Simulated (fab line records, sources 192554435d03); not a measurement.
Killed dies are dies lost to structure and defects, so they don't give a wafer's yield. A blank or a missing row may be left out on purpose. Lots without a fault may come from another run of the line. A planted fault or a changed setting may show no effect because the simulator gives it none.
fab line records | flow n5_finfet
record lots=5 wafers=23
route steps=1938 shown BEOL_M12@1609 BEOL_M13@1662 BEOL_M14@1762 TV_LITHO@1879
start_h: hours from the record's first day to the start of the lot's first wafer shown | wait_h: hours since the lot's step before | " the same as in the row above | L1.1+2: a row that stands for several wafers | - no value, or no start given | * or withheld: withheld | < > ~ a bound
route shown NAME@n: a module of which the file shows steps, and the number in the route of the first | usual: mean/standard deviation of fault-free wafers | same: alike in all rows | chamber/n: place in a boat | sites: the reading at each site | _std_site: their standard deviation | _edge_site: outer sites' mean less inner sites' | radius_mm: how far each site lies from the wafer's centre | mask NAME#n: copy n | behind: the tool/chamber that last shaped the wafer | hold: why the lot was held/for how many hours/how that ended | device: the transistor (n, p or np) that didn't switch | end of line: the same wafers' tests at the end of the route | a step without rows: its recipe alone | killed: dies lost to structure and defects at the first sort, not the wafer's yield | map: a wafer's dies, x killed, . not, _ none there
set.NAME: the setting as run; set.NAME@STEP: as run at that earlier step | model.NAME: the simulator's own value behind a step, which no gauge read
lots whose settings were changed on purpose; a table a step, a row a wafer
## steps
# step N5_BEOL_M12_PEB_08
# recipe peb_temp_c=130 peb_time_s=90
# columns lot.wafer tool chamber start_h wait_h set.peb_time_s
L079.1+2+4 litho_track-04 0 264.93 0.1 90
L079.5+6 " 0 " " 107.1
L078.2+3+4 litho_track-04 0 265.68 0.0 74.9
L078.5+6 " 0 " " 90
L080.1+3+4 litho_track-01 0 282.32 0.1 105.4
L080.2+5 " 0 " " 90
L082.1+4+6 litho_track-03 0 285.29 0.1 90
L091.2+4 litho_track-04 0 340.80 0.0 101.6
L091.3+5+6 " 0 " " 90
# step N5_BEOL_M12_DEVELOP_09
# recipe develop_time_s=45 rinse_liquid=diw dry=air_spin dev_temp_c=21
# step N5_BEOL_M12_HARDBAKE_14
# recipe temp_c=130 time_s=120
# step N5_BEOL_M12_DESCUM_15
# recipe chemistry=O2 time_s=7.9 source_power_w=50 bias_power_w=20 pressure_mtorr=20 rf_frequency_hz=2.712e+07 temp_c=40 o2_flow_sccm=225
# step N5_BEOL_M12_ETCH_59
# recipe chemistry=N2/H2 target=BARC target_depth_a=890 overetch_a=267 time_s=67.9 ion_energy_ev=200 pressure_mtorr=30 source_w=840 bias_w=150 n2_flow_sccm=200 h2_flow_sccm=200
# columns lot.wafer tool chamber start_h wait_h set.spin_rpm@BEOL_M12_COAT_58 model.etch.depth_nm
L079.1 rie_diel-01 1 265.19 0.0 1556 87.49
L079.2 " 0 " " 1500 89.18
L079.4 " 2 " " 1556 87.64
L079.5 " 0 " " 1500 89.27
L079.6 " 1 " " 1500 89.14
L078.2 rie_diel-03 1 265.91 0.0 1500 88.74
L078.3 " 2 " " 1500 88.98
L078.4 " 3 " " 1500 88.86
L078.5 " 2 " " 1500 88.7
L078.6 " 3 " " 1500 88.81
L080.1 rie_diel-03 2 282.60 0.0 1500 89.14
L080.2 " 1 " " 1384 92.48
L080.3 " 0 " " 1384 92.74
L080.4 " 3 " " 1500 89.05
L080.5 " 0 " " 1384 92.95
L082.1 rie_diel-03 3 285.66 0.0 1500 89.42
L082.4 " 0 " " 1500 89.28
L082.6 " 1 " " 1500 89.18
L091.2 rie_diel-06 1 341.03 0.0 1582 86.79
L091.3+6 " 0,1 " " 1582 86.69
L091.4 " 3 " " 1500 89.12
L091.5 " 0 " " 1500 89.15
# step N5_BEOL_M12_VIA_ETCH_16
# recipe chemistry=C4F8/O2/Ar target=SiOC pressure_mtorr=30 source_w=3000 bias_w=700 Ar_flow_sccm=400 C4F8_flow_sccm=15 O2_flow_sccm=8 he_inner_torr=15 he_outer_torr=30 target_depth_a=7248 time_s=withheld ion_energy_ev=250 ends=cleared
# step N5_BEOL_M12_STRIP_63
# recipe chemistry=N2/H2 power_w=1000 temp_c=250 h2_frac=0.65 overash_fraction=0.3 pressure_mtorr=1000 n2_flow_sccm=1750 h2_flow_sccm=3250
# step N5_BEOL_M12_STRIP_64
# recipe chemistry=N2/H2 power_w=1000 temp_c=250 h2_frac=0.65 overash_fraction=0.3 pressure_mtorr=withheld n2_flow_sccm=1750 h2_flow_sccm=3250
# usual strip_time_to_endpoint_s=31.32/0.062
# columns lot.wafer tool chamber start_h wait_h set.spin_rpm@BEOL_M12_COAT_58 strip_time_to_endpoint_s
L079.1 plasma_asher-02 1 265.53 0.0 1556 30.87
L079.2 " 0 " " 1500 31.36
L079.4 " 1 " " 1556 30.91
L079.5 " 0 " " 1500 31.38
L079.6 " 1 " " 1500 31.34
L078.2 plasma_asher-02 0 266.22 0.0 1500 31.23
L078.3 " 0 " " 1500 31.31
L078.4 " 1 " " 1500 31.28
L078.5 " 0 " " 1500 31.22
L078.6 " 1 " " 1500 31.25
L080.1 plasma_asher-01 1 282.91 0.0 1500 31.35
L080.2 " 0 " " 1384 32.30
L080.3 " 0 " " 1384 32.37
L080.4 " 1 " " 1500 31.33
L080.5 " 0 " " 1384 32.43
L082.1 plasma_asher-02 0 285.97 0.0 1500 31.44
L082.4 " 0 " " 1500 31.38
L082.6 " 0 " " 1500 31.38
L091.2 plasma_asher-01 1 341.35 0.0 1582 30.67
L091.3 " 1 " " 1582 30.65
L091.4 " 0 " " 1500 31.35
L091.5 " 1 " " 1500 31.36
L091.6 " 0 " " 1582 30.65
# step N5_BEOL_M13_COAT_04
# recipe spin_rpm=1625 resist_thk_nm=400
# columns lot.wafer tool chamber start_h wait_h set.spin_rpm model.coat_of_BEOL_M13_COAT_04.thk_nm
L079.1 litho_track-02 0 - - 1625 401.2
L079.2 " 0 " " 1549 411.8
L079.4 " 0 " " 1549 411.2
L079.5 " 0 " " 1549 411
L079.6 " 0 " " 1625 401
L078.2 litho_track-05 0 - - 1625 400
L078.3+6 " 0 " " 1625 400.2
L078.4 " 0 " " 1625 399.6
L078.5 " 0 " " 1625 398.2
L080.1 litho_track-02 0 - - 1498 414.2
L080.2 " 0 " " 1498 416.4
L080.3 " 0 " " 1498 417
L080.4 " 0 " " 1625 398.8
L080.5 " 0 " " 1625 400.4
L082.1 litho_track-02 0 - - 1625 398.6
L082.4 " 0 " " 1625 399.2
L082.6 " 0 " " 1625 399.6
L091.2 litho_track-05 0 - - 1625 400.2
L091.3 " 0 " " 1539 410.2
L091.4 " 0 " " 1539 411.6
L091.5 " 0 " " 1625 400
L091.6 " 0 " " 1539 411.8
# step N5_BEOL_M13_EBR_06
# recipe solvent=PGMEA ebr_width_mm=1.5
# step N5_BEOL_M13_SOFTBAKE_05
# recipe temp_c=130 time_s=60
# step N5_BEOL_M13_DESCUM_15
# recipe chemistry=O2 time_s=7.9 source_power_w=50 bias_power_w=20 pressure_mtorr=20 rf_frequency_hz=2.712e+07 temp_c=40 o2_flow_sccm=225
# step N5_BEOL_M13_ETCH_59
# recipe chemistry=N2/H2 target=BARC target_depth_a=890 overetch_a=267 time_s=67.9 ion_energy_ev=200 pressure_mtorr=30 source_w=840 bias_w=150 n2_flow_sccm=200 h2_flow_sccm=200
# columns lot.wafer tool chamber start_h wait_h set.spin_rpm@BEOL_M13_COAT_04 model.coat_of_BEOL_M13_COAT_04.thk_nm
L079.1 rie_diel-05 1 270.43 0.0 1625 317.2
L079.2 " 2 " " 1549 331
L079.4 " 0 " " 1549 330
L079.5 " 2 " " 1549 329.8
L079.6 " 1 " " 1625 317
L078.2 rie_diel-04 3 270.82 0.0 1625 318.8
L078.3 " 0 " " 1625 317
L078.4 " 1 " " 1625 315.8
L078.5 " 3 " " 1625 317.2
L078.6 " 2 " " 1625 316.8
L080.1 rie_diel-02 2 287.95 0.0 1498 332.6
L080.2 " 0 " " 1498 335
L080.3 " 1 " " 1498 336.4
L080.4 " 3 " " 1625 317.8
L080.5 " 0 " " 1625 319.4
L082.1 rie_diel-02 1 298.65 0.0 1625 317
L082.4 " 2 " " 1625 317.8
L082.6 " 3 " " 1625 319
L091.2 rie_diel-05 2 347.45 0.0 1625 319.2
L091.3 " 3 " " 1539 327.4
L091.4 " 0 " " 1539 329.8
L091.5 " 3 " " 1625 317.2
L091.6 " 0 " " 1539 330.4
# step N5_BEOL_M13_VIA_ETCH_16
# recipe chemistry=C4F8/O2/Ar target=SiOC pressure_mtorr=30 source_w=3000 bias_w=700 Ar_flow_sccm=400 C4F8_flow_sccm=15 O2_flow_sccm=8 he_inner_torr=15 he_outer_torr=30 target_depth_a=9217 time_s=withheld ion_energy_ev=250 ends=cleared
# columns lot.wafer tool chamber start_h wait_h set.spin_rpm@BEOL_M13_COAT_04 model.coat_of_BEOL_M13_COAT_04.thk_nm
L079.1 rie_diel-05 1 270.48 0.0 1625 70
L079.2 " 2 " " 1549 85
L079.4 " 0 " " 1549 81.2
L079.5 " 2 " " 1549 79.8
L079.6 " 1 " " 1625 67.8
L078.2 rie_diel-04 3 270.87 0.0 1625 73.6
L078.3 " 0 " " 1625 73.2
L078.4 " 1 " " 1625 69
L078.5 " 3 " " 1625 70.4
L078.6 " 2 " " 1625 68.6
L080.1 rie_diel-02 2 288.00 0.0 1498 85.6
L080.2 " 0 " " 1498 87
L080.3 " 1 " " 1498 92.6
L080.4 " 3 " " 1625 69.6
L080.5 " 0 " " 1625 71.8
L082.1 rie_diel-02 1 298.70 0.0 1625 73
L082.4+6 " 2,3 " " 1625 72.8
L091.2 rie_diel-05 2 347.50 0.0 1625 71.2
L091.3 " 3 " " 1539 81.4
L091.4 " 0 " " 1539 82.8
L091.5 " 3 " " 1625 69.2
L091.6 " 0 " " 1539 78
# step N5_BEOL_M13_STRIP_63
# recipe chemistry=N2/H2 power_w=1000 temp_c=250 h2_frac=0.65 overash_fraction=0.3 pressure_mtorr=1000 n2_flow_sccm=1750 h2_flow_sccm=3250
# usual strip_time_to_endpoint_s=27.9/1
# columns lot.wafer tool chamber start_h wait_h set.spin_rpm@BEOL_M13_COAT_04 strip_time_to_endpoint_s
L079.1 plasma_asher-02 0 270.71 - 1625 27.7
L079.2 " 1 " " 1549 32.0
L079.4 " 1 " " 1549 30.9
L079.5 " 0 " " 1549 30.5
L079.6 " 1 " " 1625 27.0
L078.2 plasma_asher-02 1 271.11 - 1625 28.7
L078.3 " 1 " " 1625 28.6
L078.4 " 0 " " 1625 27.4
L078.5 " 0 " " 1625 27.8
L078.6 " 1 " " 1625 27.3
L080.1 plasma_asher-01 0 288.23 - 1498 32.2
L080.2 " 1 " " 1498 32.6
L080.3 " 1 " " 1498 34.1
L080.4 " 0 " " 1625 27.6
L080.5 " 0 " " 1625 28.2
L082.1 plasma_asher-02 1 298.94 - 1625 28.5
L082.4 " 0 " " 1625 28.5
L082.6 " 0 " " 1625 28.5
L091.2 plasma_asher-01 1 347.73 - 1625 28.0
L091.3 " 1 " " 1539 30.9
L091.4 " 0 " " 1539 31.4
L091.5 " 0 " " 1625 27.4
L091.6 " 1 " " 1539 30.0
# step N5_BEOL_M14_SPUTTER_43
# recipe material=TaN target_thk_a=150 temp_c=50 bias_v=168.6 power_w=15000 chamber_pressure_pa=0.12 time_s=24.19
# columns lot.wafer tool chamber start_h wait_h set.power_w model.TaN_of_BEOL_M14_SPUTTER_43.thk_nm
L079.1+6 pvd_sputter-01 - 278.87 0.0 15000 15
L079.2 " - " " 13460 13.4
L079.4 " - " " 15000 14.8
L079.5 " - " " 13460 13.6
L078.2+4+5 pvd_sputter-02 - 279.95 0.0 15000 15.2
L078.3 " - " " 15000 15
L078.6 " - " " 15000 15.4
L080.1 pvd_sputter-03 - 302.95 0.0 15000 15.2
L080.2+5 " - " " 15700 15.8
L080.3 " - " " 15000 15.4
L080.4 " - " " 15700 16
L082.1+6 pvd_sputter-02 - 308.86 0.0 15000 15
L082.4 " - " " 15000 15.4
L091.2 pvd_sputter-02 - 359.18 0.0 15000 15.4
L091.3+4+5+6 " - " " 15000 15.2
# step N5_BEOL_M14_DEP_53
# recipe material=SiCN target_thk_a=500 temp_c=withheld precursor=3MS/NH3 pressure_torr=3 rf_w=675 time_s=17.8
# columns lot.wafer tool chamber start_h wait_h set.time_s model.SiCN_of_BEOL_M14_DEP_53.thk_nm
L079.1 pecvd-01 1 279.99 0.0 17.8 49.2
L079.2 " 0 " " 17.8 49
L079.4 " 2 " " 17.8 49.8
L079.5 " 0 " " 17.8 50.2
L079.6 " 1 " " 17.8 50
L078.2 pecvd-04 2 281.09 0.0 16.97 47.8
L078.3 " 1 " " 17.8 50.2
L078.4 " 0 " " 16.97 48.6
L078.5 " 1 " " 17.8 51
L078.6 " 2 " " 17.8 50.4
L080.1 pecvd-01 1 304.07 0.0 17.8 49.4
L080.2 " 2 " " 19.33 53
L080.3 " 0 " " 19.33 53.8
L080.4 " 0 " " 17.8 49.6
L080.5 " 1 " " 19.33 55.2
L082.1 pecvd-01 0 310.13 0.0 17.8 49
L082.4 " 2 " " 17.8 49.4
L082.6 " 1 " " 17.8 50.6
L091.2+4 pecvd-01 1,0 360.45 0.0 17.8 49.6
L091.3+6 " 0,2 " " 18.65 51.6
L091.5 " 1 " " 18.65 53.4
# step N5_PASSIVATION_EXPOSE_07
# recipe mask_id=TV na=0.55 source_shape=conventional sigma_outer=0.8 polarization=unpolarized defocus_nm=0 target_cd_nm=3000 dose_mj=22.75
# columns lot.wafer tool chamber start_h wait_h mask set.dose_mj
L079.1+2+5 krf_scanner-02 0 296.71 - TV#0 23.57
L079.4+6 " 0 " " TV#0 22.75
L078.2+3+4+5+6 krf_scanner-01 0 296.96 - TV#0 22.75
L080.1+2+3 krf_scanner-01 0 314.69 - TV#0 22.75
L080.4+5 " 0 " " TV#0 22.16
L082.1+4+6 krf_scanner-01 0 323.32 - TV#0 22.75
L091.2+6 krf_scanner-02 0 379.14 - TV#0 22.75
L091.3+4+5 " 0 " " TV#0 24.43
# step N5_PASSIVATION_PEB_08
# recipe peb_temp_c=withheld peb_time_s=*
# step N5_PASSIVATION_DEVELOP_09
# recipe develop_time_s=60 rinse_liquid=diw dry=air_spin dev_temp_c=21
# step N5_PASSIVATION_HARDBAKE_11
# recipe temp_c=130 time_s=120
# step N5_PASSIVATION_CD_MEAS_10
# recipe target_cd_nm=3000 landing_energy_ev=500 detector=se_inlens
# usual cd_nm=3000.2/2.2
# columns lot.wafer tool chamber start_h wait_h set.dose_mj@PASSIVATION_EXPOSE_07 cd_nm
L079.1 cd_sem-03 0 296.89 - 23.57 3004.0
L079.2 " 0 " " 23.57 3004.0
L079.4 " 0 " " 22.75 2996.9
L079.5 " 0 " " 23.57 3002.4
L079.6 " 0 " " 22.75 2999.5
L078.2 cd_sem-02 0 297.14 - 22.75 2994.1
L078.3 " 0 " " 22.75 3001.1
L078.4 " 0 " " 22.75 2999.8
L078.5 " 0 " " 22.75 3001.0
L078.6 " 0 " " 22.75 2996.7
L080.1 cd_sem-01 0 314.86 - 22.75 2999.8
L080.2 " 0 " " 22.75 3000.9
L080.3 " 0 " " 22.75 3002.2
L080.4 " 0 " " 22.16 2996.5
L080.5 " 0 " " 22.16 2992.9
L082.1 cd_sem-03 0 323.49 - 22.75 2997.2
L082.4 " 0 " " 22.75 2997.3
L082.6 " 0 " " 22.75 2999.4
L091.2 cd_sem-03 0 379.31 - 22.75 3001.4
L091.3 " 0 " " 24.43 3015.8
L091.4 " 0 " " 24.43 3019.6
L091.5 " 0 " " 24.43 3016.9
L091.6 " 0 " " 22.75 3005.4
# step N5_PASSIVATION_DESCUM_12
# recipe chemistry=O2 time_s=7.9 source_power_w=50 bias_power_w=20 pressure_mtorr=20 rf_frequency_hz=2.712e+07 temp_c=40 o2_flow_sccm=225
# columns lot.wafer tool chamber start_h wait_h set.dose_mj@PASSIVATION_EXPOSE_07 model.TV_LITHO.cd_nm
L079.1+2 rie_diel-05 0,3 297.13 0.2 23.57 3004
L079.4 " 2 " " 22.75 2997
L079.5 " 0 " " 23.57 3002
L079.6 " 1 " " 22.75 -
L078.2 rie_diel-02 1 297.36 0.2 22.75 2994
L078.3+5 " 0,3 " " 22.75 3001
L078.4 " 2 " " 22.75 3000
L078.6 " 2 " " 22.75 2997
L080.1 rie_diel-05 2 315.15 0.2 22.75 3000
L080.2 " 1 " " 22.75 3001
L080.3 " 3 " " 22.75 3002
L080.4 " 0 " " 22.16 2996
L080.5 " 3 " " 22.16 2993
L082.1+4 rie_diel-05 0,3 323.70 0.2 22.75 2997
L082.6 " 1 " " 22.75 2999
L091.2 rie_diel-04 1 379.40 0.0 22.75 3001
L091.3 " 3 " " 24.43 3016
L091.4 " 0 " " 24.43 3019
L091.5 " 3 " " 24.43 3017
L091.6 " 2 " " 22.75 3005
## key
split step=N5_BEOL_M12_PEB_08 setting=peb_time_s stated=90 by=wafer
response none clear
split step=N5_BEOL_M13_COAT_04 setting=spin_rpm stated=1625 by=wafer
response step=N5_BEOL_M13_COAT_04 reading=model.coat_of_BEOL_M13_COAT_04.thk_nm change=-2.11 per=1% r=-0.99
response step=N5_BEOL_M13_ETCH_59 reading=model.coat_of_BEOL_M13_COAT_04.thk_nm change=-2.21 per=1% r=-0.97
response step=N5_BEOL_M13_VIA_ETCH_16 reading=model.coat_of_BEOL_M13_COAT_04.thk_nm change=-2.3 per=1% r=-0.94
response step=N5_BEOL_M13_STRIP_63 reading=strip_time_to_endpoint_s change=* per=1% r=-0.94
split step=N5_BEOL_M14_SPUTTER_43 setting=power_w stated=15000 by=wafer
response step=N5_BEOL_M14_SPUTTER_43 reading=model.TaN_of_BEOL_M14_SPUTTER_43.thk_nm change=+0.136 per=1% r=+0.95
split step=N5_BEOL_M14_DEP_53 setting=time_s stated=17.8 by=wafer
response step=N5_BEOL_M14_DEP_53 reading=model.SiCN_of_BEOL_M14_DEP_53.thk_nm change=+0.523 per=1% r=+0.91
split step=N5_PASSIVATION_EXPOSE_07 setting=dose_mj stated=22.75 by=wafer
response step=N5_PASSIVATION_CD_MEAS_10 reading=cd_nm change=+1.87 per=1% r=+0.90
response step=N5_PASSIVATION_DESCUM_12 reading=model.TV_LITHO.cd_nm change=+1.91 per=1% r=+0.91
split outside_this_file step=N5_BEOL_M12_COAT_58 setting=spin_rpm
# split outside_this_file: this setting was split too, and the file shows its column; the key of that split is in another file
